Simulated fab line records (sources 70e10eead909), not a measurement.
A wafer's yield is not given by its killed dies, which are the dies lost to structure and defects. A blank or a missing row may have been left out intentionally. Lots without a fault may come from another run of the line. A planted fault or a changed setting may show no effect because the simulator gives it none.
Chamber matching / flow nand_harc / 4 sister chambers for NHARC_A_STAIRCASE_CMP_472 on cmp-03
The step polishes SiO2. 27 wafers are shown with their chamber, then 12 later ones without.

== WAFERS PAIRED WITH THEIR CHAMBERS ==
wafer=L076.1; chamber=2; motor_current_A (A)=11.4
wafer=L076.5; chamber=2; motor_current_A (A)=11.5
wafer=L076.6; chamber=1; motor_current_A (A)=11.4
wafer=L079.2; chamber=0; motor_current_A (A)=11.6
wafer=L079.3; chamber=3; motor_current_A (A)=11.7
wafer=L079.6; chamber=3; motor_current_A (A)=11.1
wafer=L077.1; chamber=1; motor_current_A (A)=11.1
wafer=L077.5; chamber=2; motor_current_A (A)=12.0
wafer=L077.6; chamber=3; motor_current_A (A)=11.9
wafer=L082.2; chamber=3; motor_current_A (A)=11.1
wafer=L082.3; chamber=1; motor_current_A (A)=11.4
wafer=L082.6; chamber=2; motor_current_A (A)=11.6
wafer=L083.1; chamber=1; motor_current_A (A)=11.8
wafer=L083.4; chamber=2; motor_current_A (A)=11.1
wafer=L083.6; chamber=1; motor_current_A (A)=11.3
wafer=L081.2; chamber=0; motor_current_A (A)=11.5
wafer=L081.4; chamber=1; motor_current_A (A)=11.3
wafer=L081.6; chamber=1; motor_current_A (A)=10.6
wafer=L081.1; chamber=2; motor_current_A (A)=11.6
wafer=L081.3; chamber=3; motor_current_A (A)=11.4
wafer=L081.5; chamber=0; motor_current_A (A)=11.6
wafer=L087.3; chamber=2; motor_current_A (A)=11.3
wafer=L087.5; chamber=1; motor_current_A (A)=11.6
wafer=L087.6; chamber=2; motor_current_A (A)=11.1
wafer=L088.1; chamber=3; motor_current_A (A)=11.7
wafer=L088.5; chamber=0; motor_current_A (A)=11.2
wafer=L088.6; chamber=3; motor_current_A (A)=11.7

SIGNATURES, as means of the wafers listed above
reading=motor_current_A; chamber 0=11.475; chamber 1=11.312; chamber 2=11.450; chamber 3=11.514; scatter within a chamber=0.311
Rule: for a wafer and a chamber, the distance is found by dividing, reading by reading, the gap between the wafer's reading and the chamber's mean by the reading's scatter, squaring, summing and taking the root. If the next closest chamber is less than 2 further off than the closest, the wafer can't be placed; otherwise it belongs to the closest. How the scatter is found: for the shown wafers, subtract from each reading the mean of its chamber, square and add these, divide the total by (wafers less chambers), then take the root.

== WAFERS WITH NO CHAMBER GIVEN ==
wafer=L090.1; motor_current_A (A)=11.4
wafer=L090.2; motor_current_A (A)=11.1
wafer=L090.5; motor_current_A (A)=11.6
wafer=L091.2; motor_current_A (A)=11.3
wafer=L091.3; motor_current_A (A)=11.6
wafer=L091.5; motor_current_A (A)=11.1
wafer=L096.2; motor_current_A (A)=11.2
wafer=L096.3; motor_current_A (A)=12.1
wafer=L096.6; motor_current_A (A)=11.2
wafer=L097.3; motor_current_A (A)=11.6
wafer=L097.5; motor_current_A (A)=11.7
wafer=L097.6; motor_current_A (A)=11.9

== EACH ONE'S CHAMBER ==
wafer=L090.1; from the rows above=can't be placed: 2 or 0 or 1 or 3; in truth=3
wafer=L090.2; from the rows above=can't be placed: 1 or 2 or 0 or 3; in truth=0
wafer=L090.5; from the rows above=can't be placed: 3 or 0 or 2 or 1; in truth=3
wafer=L091.2; from the rows above=can't be placed: 1 or 2 or 0 or 3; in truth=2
wafer=L091.3; from the rows above=can't be placed: 3 or 0 or 2 or 1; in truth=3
wafer=L091.5; from the rows above=can't be placed: 1 or 2 or 0 or 3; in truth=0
wafer=L096.2; from the rows above=can't be placed: 1 or 2 or 0 or 3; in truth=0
wafer=L096.3; from the rows above=can't be placed: 3 or 0 or 2 or 1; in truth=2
wafer=L096.6; from the rows above=can't be placed: 1 or 2 or 0 or 3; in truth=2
wafer=L097.3; from the rows above=can't be placed: 3 or 0 or 2 or 1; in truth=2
wafer=L097.5; from the rows above=can't be placed: 3 or 0 or 2 or 1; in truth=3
wafer=L097.6; from the rows above=can't be placed: 3 or 0 or 2 or 1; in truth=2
Correctly placed: 0 of 12. Not placeable from these rows: 12 (in 12, the candidates include the true chamber). Wrongly placed: 0.
